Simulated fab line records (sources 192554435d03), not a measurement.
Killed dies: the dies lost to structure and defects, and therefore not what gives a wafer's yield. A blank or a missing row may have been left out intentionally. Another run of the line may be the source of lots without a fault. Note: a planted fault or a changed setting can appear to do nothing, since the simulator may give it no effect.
Problem report, 8D (eight disciplines) form, completed by code | flow n5Finfet | the parts of the form that need people (team, actions taken, sign-off) are left out

## 1. THE ISSUE
headPressurePsi at N5_ILD0_CMP_12 reads a mean of 1.877 psi on 6 wafers of 2 lots; wafers without a fault read 2.499 psi with a standard deviation of 0.0053. That is -99 or more standard deviations from the usual mean.
The step: polishes SiNx, stops on poly-Si, t overpolish 6 s, target thk 17.67 nm.
The first sign was on wafer L746.2 at day 5 23:13, on cmp-02. The record has a number at this step for 30 wafers belonging to 10 lots. Rule for "out", or "out of limits": more than 4 standard deviations from the usual mean. The other wafers with a number count as sound.

## 2. WHAT IT IS; WHAT IT IS NOT
question                    | is                     | is not
which readings at this step | headPressurePsi        | overpolishRunS
which lots                  | L746, L747             | L737, L741, L745, L754, L755, L757, L759, L760
which wafers of those lots  | all that have a number | -
read on which tools         | cmp-02                 | cmp-03
when                        | from day 5 23:13       | up to then (9 sound wafers); but 15 sound wafers of L754, L755, L757, L759, L760 came after

## 3. THE SUSPECTS, EACH WITH WHAT RULES IT OUT
Counting: a tool stays on the suspect list if, at a process step up to the reading, it processed all lots that are out and no sound lot following the first of them.
- cmp-02 at N5_ILD0_CMP_12 (polishes SiNx, stops on poly-Si, t overpolish 6 s, target thk 17.67 nm): ruled out as a lasting fault. Following L746 (day 5 23:13), the first lot on it that is out, the sound lots L760 were run on it.
Left after counting: nothing in the record.

## 4. THE CAUSE (what the simulator had put in)
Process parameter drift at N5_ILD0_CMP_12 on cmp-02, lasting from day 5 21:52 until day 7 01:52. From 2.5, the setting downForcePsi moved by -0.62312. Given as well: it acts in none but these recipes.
Counting ruled it out, wrongly.

## 5. SEQUENCE OF EFFECTS, ordered by route
Each row: a reading where the mean over the struck wafers with a number is more than 3 standard deviations away from the usual. Only readings whose record carries a usual standard deviation are examined. hours: median over the lots of the time between each lot's start at the first step of this table that gives one and its start at this step. sigmas: the change, counted in usual standard deviations.
hours | step           | reading         | usual     | on struck wafers | change | sigmas
0     | N5_ILD0_CMP_12 | headPressurePsi | 2.499 psi | 1.877            | -0.622 | -99 or more
0     | N5_ILD0_CMP_12 | timeToEndpointS | 28.2 s    | 37.4             | +9.2   | +3.4
It contains these process steps:
- N5_ILD0_CMP_12: polishes SiNx, stops on poly-Si, t overpolish 6 s, target thk 17.67 nm.
At these later measuring or inspecting steps, every struck wafer for which the step has a row has a number for every such reading, and none has moved that far: N5_BEOL_M4_RC_MEAS_101.

## 6. WHAT WOULD HAVE CAUGHT IT SOONER
In this record the first reading out of limits was taken at day 5 23:13, 1 hour after the fault began at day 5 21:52.
